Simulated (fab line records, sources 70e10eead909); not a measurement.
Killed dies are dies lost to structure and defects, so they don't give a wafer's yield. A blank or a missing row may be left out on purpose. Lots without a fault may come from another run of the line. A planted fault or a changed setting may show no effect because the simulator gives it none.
Which tool did it? | flow nand_harc | 24 lots, 72 wafers sampled, at 6 steps of a route of 1302

WHAT THE GAUGES READ, wafer by wafer
NHARC_P_CONTACT_CD_MEAS_19.
lot  | measured     | on        | cd_nm (nm)
L074 | day 5 21:23  | cd_sem-03 | 88.0 87.5 90.3
L075 | day 6 08:14  | cd_sem-03 | 89.3 91.0 88.0
L076 | day 6 17:20  | cd_sem-01 | 89.8 92.0 88.8
L077 | day 7 09:21  | cd_sem-01 | 92.0 90.6 91.7
L078 | day 7 13:25  | cd_sem-03 | 93.8 94.1 93.0
L079 | day 7 20:41  | cd_sem-01 | 91.2 90.2 88.0
L080 | day 8 16:23  | cd_sem-03 | 89.3 95.0 91.1
L081 | day 8 23:04  | cd_sem-03 | 88.4 88.2 88.8
L082 | day 9 07:04  | cd_sem-03 | 94.1 90.5 89.9
L083 | day 10 00:00 | cd_sem-02 | 86.3 87.3 88.3
L084 | day 10 03:22 | cd_sem-01 | 90.0 88.9 88.9
L085 | day 10 11:13 | cd_sem-01 | 88.5 88.8 92.1
L086 | day 10 19:57 | cd_sem-01 | 90.5 89.4 89.6
L087 | day 11 03:09 | cd_sem-01 | 88.7 91.9 90.7
L088 | day 12 03:22 | cd_sem-03 | 89.9 92.9 92.6
L089 | day 12 04:11 | cd_sem-03 | 94.7 90.2 90.6
L091 | day 13 05:45 | cd_sem-03 | 88.0 92.1 90.1
L090 | day 13 06:28 | cd_sem-03 | 92.5 91.6 87.2
L093 | day 13 18:43 | cd_sem-02 | 91.2 89.9 91.2
L092 | day 13 19:29 | cd_sem-02 | 91.0 92.0 92.8
L094 | day 14 11:08 | cd_sem-01 | 91.2 90.1 89.0
L095 | day 14 22:23 | cd_sem-02 | 89.0 86.0 84.1
L096 | day 15 03:46 | cd_sem-02 | 87.2 90.1 88.9
L097 | day 15 05:00 | cd_sem-01 | 91.8 92.9 92.3

NHARC_P_CONTACT_INSPECT_27.
lot  | measured     | on                | raw_defect_count
L074 | day 5 23:37  | defect_inspect-01 | 169 120 159
L075 | day 6 10:29  | defect_inspect-01 | 367 284 186
L076 | day 6 19:33  | defect_inspect-01 | 188 148 150
L077 | day 7 11:35  | defect_inspect-01 | 313 217 298
L078 | day 7 15:37  | defect_inspect-02 | 212 179 210
L079 | day 7 22:53  | defect_inspect-01 | 588 351 274
L080 | day 8 19:11  | defect_inspect-02 | 232 300 213
L081 | day 9 01:18  | defect_inspect-01 | 398 179 441
L082 | day 9 09:21  | defect_inspect-01 | 150 169 272
L083 | day 10 02:15 | defect_inspect-02 | 262 139 186
L084 | day 10 05:35 | defect_inspect-01 | 305 267 225
L085 | day 10 13:26 | defect_inspect-01 | 222 290 362
L086 | day 10 22:10 | defect_inspect-02 | 202 435 204
L087 | day 11 05:22 | defect_inspect-01 | 421 191 218
L088 | day 12 05:36 | defect_inspect-02 | 140 181 125
L089 | day 12 06:24 | defect_inspect-02 | 358 377 443
L091 | day 13 07:58 | defect_inspect-01 | 459 265 288
L090 | day 13 08:40 | defect_inspect-01 | 319 157 269
L093 | day 13 20:55 | defect_inspect-01 | 292 178 220
L092 | day 13 21:41 | defect_inspect-02 | 131 154 257
L094 | day 14 13:20 | defect_inspect-02 | 216 286 175
L095 | day 15 01:09 | defect_inspect-01 | 161 145 175
L096 | day 15 05:59 | defect_inspect-01 | 243 172 181
L097 | day 15 07:13 | defect_inspect-01 | 194 233 212

NHARC_P_M0_OVL_MEAS_10: pitch 180 nm.
lot  | measured     | on         | overlay_x_nm (nm) | overlay_y_nm (nm)
L074 | day 6 00:36  | overlay-02 | -0.2 -0.3 -0.4    | 0.0 0.1 0.0
L075 | day 6 11:36  | overlay-02 | 0.2 0.1 0.2       | -1.4 -1.2 -0.8
L076 | day 6 20:32  | overlay-01 | 1.4 1.4 2.0       | 0.7 0.5 0.4
L077 | day 7 12:35  | overlay-02 | 0.1 -0.2 -0.6     | -0.2 0.7 -0.1
L078 | day 7 16:35  | overlay-02 | 0.6 0.5 0.2       | 0.2 -0.5 -0.2
L079 | day 7 23:53  | overlay-01 | 0.5 0.8 0.9       | 0.7 1.0 1.0
L080 | day 8 20:11  | overlay-02 | 1.0 0.9 1.0       | 0.4 0.4 0.5
L081 | day 9 02:10  | overlay-02 | 0.9 0.8 0.8       | 1.6 1.7 2.0
L082 | day 9 10:20  | overlay-02 | -0.6 -0.5 -0.6    | -0.9 -0.3 -0.7
L083 | day 10 03:14 | overlay-01 | -0.4 -0.5 -1.1    | 0.5 0.3 0.6
L084 | day 10 06:26 | overlay-01 | -0.1 0.0 0.1      | -0.5 -0.2 0.0
L085 | day 10 14:40 | overlay-01 | -0.1 0.0 -0.1     | -0.3 0.1 -0.4
L086 | day 10 23:09 | overlay-01 | 0.5 0.5 0.3       | 0.3 0.3 -0.4
L087 | day 11 06:22 | overlay-01 | 0.9 0.6 0.8       | 1.4 1.4 1.3
L088 | day 12 06:37 | overlay-02 | -1.8 -2.0 -1.7    | 0.0 0.7 0.7
L089 | day 12 07:23 | overlay-02 | 0.3 -0.1 0.3      | 1.4 1.6 1.3
L091 | day 13 08:58 | overlay-02 | 0.3 0.5 0.2       | 0.2 -0.4 -0.5
L090 | day 13 09:40 | overlay-01 | 0.4 0.0 -0.1      | -1.0 -1.0 -0.5
L093 | day 13 21:47 | overlay-01 | 1.5 1.6 1.2       | 0.8 0.3 1.5
L092 | day 13 22:40 | overlay-02 | 0.2 0.5 1.0       | -0.2 -0.7 -0.8
L094 | day 14 14:19 | overlay-01 | 0.5 1.1 0.7       | 0.3 0.6 0.7
L095 | day 15 02:08 | overlay-01 | 0.0 1.0 0.1       | 0.0 0.4 1.0
L096 | day 15 06:59 | overlay-02 | -0.6 -0.3 0.2     | 0.0 0.2 -0.4
L097 | day 15 08:12 | overlay-02 | -1.6 -1.1 -1.2    | -0.2 -1.3 -1.2

NHARC_P_M1_OVL_MEAS_10: pitch 260 nm.
lot  | measured     | on         | overlay_x_nm (nm) | overlay_y_nm (nm)
L074 | day 6 04:43  | overlay-02 | 0.5 0.0 0.1       | -0.3 -0.3 -0.3
L075 | day 6 15:41  | overlay-02 | 1.3 1.2 1.5       | 2.0 1.4 2.0
L076 | day 7 00:37  | overlay-02 | -0.4 -0.7 -0.1    | 0.6 0.1 0.5
L077 | day 7 16:38  | overlay-01 | -1.3 -0.2 -0.8    | -0.1 0.5 -0.3
L078 | day 7 20:37  | overlay-02 | 0.8 0.7 0.4       | 0.4 -0.3 0.0
L079 | day 8 04:04  | overlay-01 | -0.7 -0.8 -0.9    | -1.1 -1.1 -1.3
L080 | day 9 00:13  | overlay-01 | 0.2 0.5 0.2       | 0.2 0.2 0.0
L081 | day 9 06:10  | overlay-01 | -0.6 -0.2 -1.1    | 0.0 0.2 0.2
L082 | day 9 14:34  | overlay-02 | -0.6 -0.7 -0.8    | 0.1 0.5 0.7
L083 | day 10 07:15 | overlay-02 | 0.2 -0.1 0.1      | -0.1 0.3 -0.6
L084 | day 10 10:22 | overlay-02 | -0.8 -0.2 -0.7    | -0.9 -0.6 -0.6
L085 | day 10 19:28 | overlay-02 | 1.0 1.1 0.4       | -0.5 -0.7 -0.5
L086 | day 11 03:05 | overlay-01 | 0.3 1.0 0.3       | 0.5 0.6 0.8
L087 | day 11 10:25 | overlay-02 | -0.6 -0.1 0.3     | 0.3 -0.3 0.0
L088 | day 12 11:39 | overlay-01 | -0.6 -1.1 -1.2    | 0.3 0.4 -0.9
L089 | day 12 12:05 | overlay-01 | 0.3 0.7 0.1       | -0.4 -0.1 -0.4
L091 | day 13 13:02 | overlay-02 | 0.2 -0.3 0.9      | 0.2 -0.1 0.2
L090 | day 13 14:01 | overlay-02 | -0.1 -0.2 0.0     | 0.3 -0.6 0.0
L093 | day 14 01:49 | overlay-01 | 1.1 1.3 0.9       | -0.1 0.2 0.3
L092 | day 14 02:44 | overlay-01 | -0.2 0.4 0.6      | 0.2 0.7 0.5
L094 | day 14 18:22 | overlay-02 | -0.1 -0.6 0.5     | 0.3 0.3 0.5
L095 | day 15 06:31 | overlay-02 | -0.9 -1.2 -0.9    | 1.7 1.3 1.1
L096 | day 15 11:08 | overlay-01 | 1.1 0.7 0.9       | 0.2 1.3 0.9
L097 | day 15 12:22 | overlay-01 | 1.3 1.1 1.0       | 0.1 0.3 0.1

WHICH TOOL RAN EACH LOT (tool, then ch and the chambers of the sampled wafers, then the start)
lot  | NHARC_P_CONTACT_PVD_32                  | NHARC_P_M0_PVD_20
L074 | pvd_sputter-01, day 5 23:37 or earlier  | pvd_sputter-03, day 6 04:43 or earlier
L075 | pvd_sputter-02, day 6 10:29 or earlier  | pvd_sputter-02, day 6 15:41 or earlier
L076 | pvd_sputter-01, day 6 19:33 or earlier  | pvd_sputter-02, day 7 00:37 or earlier
L077 | pvd_sputter-03, day 7 11:35 or earlier  | pvd_sputter-01, day 7 16:38 or earlier
L078 | pvd_sputter-03, day 7 15:37 or earlier  | pvd_sputter-01, day 7 20:37 or earlier
L079 | pvd_sputter-02, day 7 22:53 or earlier  | pvd_sputter-01, day 8 04:04 or earlier
L080 | pvd_sputter-02, day 8 19:11 or earlier  | pvd_sputter-01, day 9 00:13 or earlier
L081 | pvd_sputter-02, day 9 01:18 or earlier  | pvd_sputter-03, day 9 06:10 or earlier
L082 | pvd_sputter-02, day 9 09:21 or earlier  | pvd_sputter-02, day 9 14:34 or earlier
L083 | pvd_sputter-03, day 10 02:15 or earlier | pvd_sputter-03, day 10 07:15 or earlier
L084 | pvd_sputter-02, day 10 05:35 or earlier | pvd_sputter-02, day 10 10:22 or earlier
L085 | pvd_sputter-03, day 10 13:26 or earlier | pvd_sputter-03, day 10 19:28 or earlier
L086 | pvd_sputter-03, day 10 22:10 or earlier | pvd_sputter-02, day 11 03:05 or earlier
L087 | pvd_sputter-02, day 11 05:22 or earlier | pvd_sputter-01, day 11 10:25 or earlier
L088 | pvd_sputter-02, day 12 05:36 or earlier | pvd_sputter-03, day 12 11:39 or earlier
L089 | pvd_sputter-01, day 12 06:24 or earlier | pvd_sputter-01, day 12 12:05 or earlier
L091 | pvd_sputter-03, day 13 07:58 or earlier | pvd_sputter-01, day 13 13:02 or earlier
L090 | pvd_sputter-01, day 13 08:40 or earlier | pvd_sputter-01, day 13 14:01 or earlier
L093 | pvd_sputter-01, day 13 20:55 or earlier | pvd_sputter-02, day 14 01:49 or earlier
L092 | pvd_sputter-01, day 13 21:41 or earlier | pvd_sputter-03, day 14 02:44 or earlier
L094 | pvd_sputter-01, day 14 13:20 or earlier | pvd_sputter-01, day 14 18:22 or earlier
L095 | pvd_sputter-01, day 15 01:09 or earlier | pvd_sputter-01, day 15 06:31 or earlier
L096 | pvd_sputter-02, day 15 05:59 or earlier | pvd_sputter-03, day 15 11:08 or earlier
L097 | pvd_sputter-02, day 15 07:13 or earlier | pvd_sputter-01, day 15 12:22 or earlier
- NHARC_P_CONTACT_PVD_32: deposits Ti, target thk 5 nm, time 17.7 s.
- NHARC_P_M0_PVD_20: deposits TaN, target thk 5 nm, time 8.06 s.

WHAT THE TOOLS THEMSELVES READ (means of the sampled wafers that have a number; where no wafer has one, the mark that the record gives instead)
NHARC_P_CONTACT_PVD_32.
lot  | tool           | throttle_valve_pct (%)
L074 | pvd_sputter-01 | 30.0
L075 | pvd_sputter-02 | 29.9
L076 | pvd_sputter-01 | 29.5
L077 | pvd_sputter-03 | 30.3
L078 | pvd_sputter-03 | 31.1
L079 | pvd_sputter-02 | 30.1
L080 | pvd_sputter-02 | 29.1
L081 | pvd_sputter-02 | 29.3
L082 | pvd_sputter-02 | 29.9
L083 | pvd_sputter-03 | 30.6
L084 | pvd_sputter-02 | 29.9
L085 | pvd_sputter-03 | 29.4
L086 | pvd_sputter-03 | 29.5
L087 | pvd_sputter-02 | 28.9
L088 | pvd_sputter-02 | 29.3
L089 | pvd_sputter-01 | 30.3
L091 | pvd_sputter-03 | 30.6
L090 | pvd_sputter-01 | 30.3
L093 | pvd_sputter-01 | 29.7
L092 | pvd_sputter-01 | 30.1
L094 | pvd_sputter-01 | 30.9
L095 | pvd_sputter-01 | 30.2
L096 | pvd_sputter-02 | 30.1
L097 | pvd_sputter-02 | 29.5

NHARC_P_M0_PVD_20.
lot  | tool           | throttle_valve_pct (%)
L074 | pvd_sputter-03 | 30.6
L075 | pvd_sputter-02 | 29.0
L076 | pvd_sputter-02 | 29.1
L077 | pvd_sputter-01 | 30.0
L078 | pvd_sputter-01 | 30.2
L079 | pvd_sputter-01 | 29.9
L080 | pvd_sputter-01 | 30.0
L081 | pvd_sputter-03 | 30.3
L082 | pvd_sputter-02 | 29.8
L083 | pvd_sputter-03 | 30.5
L084 | pvd_sputter-02 | 30.5
L085 | pvd_sputter-03 | 30.4
L086 | pvd_sputter-02 | 29.6
L087 | pvd_sputter-01 | 30.2
L088 | pvd_sputter-03 | 29.9
L089 | pvd_sputter-01 | 30.3
L091 | pvd_sputter-01 | 30.0
L090 | pvd_sputter-01 | 29.4
L093 | pvd_sputter-02 | 30.2
L092 | pvd_sputter-03 | 30.2
L094 | pvd_sputter-01 | 30.2
L095 | pvd_sputter-01 | 29.7
L096 | pvd_sputter-03 | 29.9
L097 | pvd_sputter-01 | 30.0

THE ANSWER, worked out from the rows above alone
Rule: what is usual is taken from the lots themselves. Put in order of their means at a reading, lots are off if they are a third of the lots or fewer, leave a main group of 4 or more, and stand apart from it by a gap of 3 or more times the standard deviation of the main group's means; of several such gaps the widest counts. A main group whose means are all the same, to the digits that the tables above print for the reading, isn't used. A lot without any number at a reading at which 4 lots or more have one is off too. The other lots that the step has rows for count as sound. The gauges are gone through in route order, then the tools' own readings, and for those a lot's mean is taken as printed above. The first step at which some lot is off is used, and at that step the reading that is off furthest; a lot without a number counts as furthest.
No lot is off at any reading shown: from this, nothing can be told.

WHAT THE SIMULATOR HAD PUT IN
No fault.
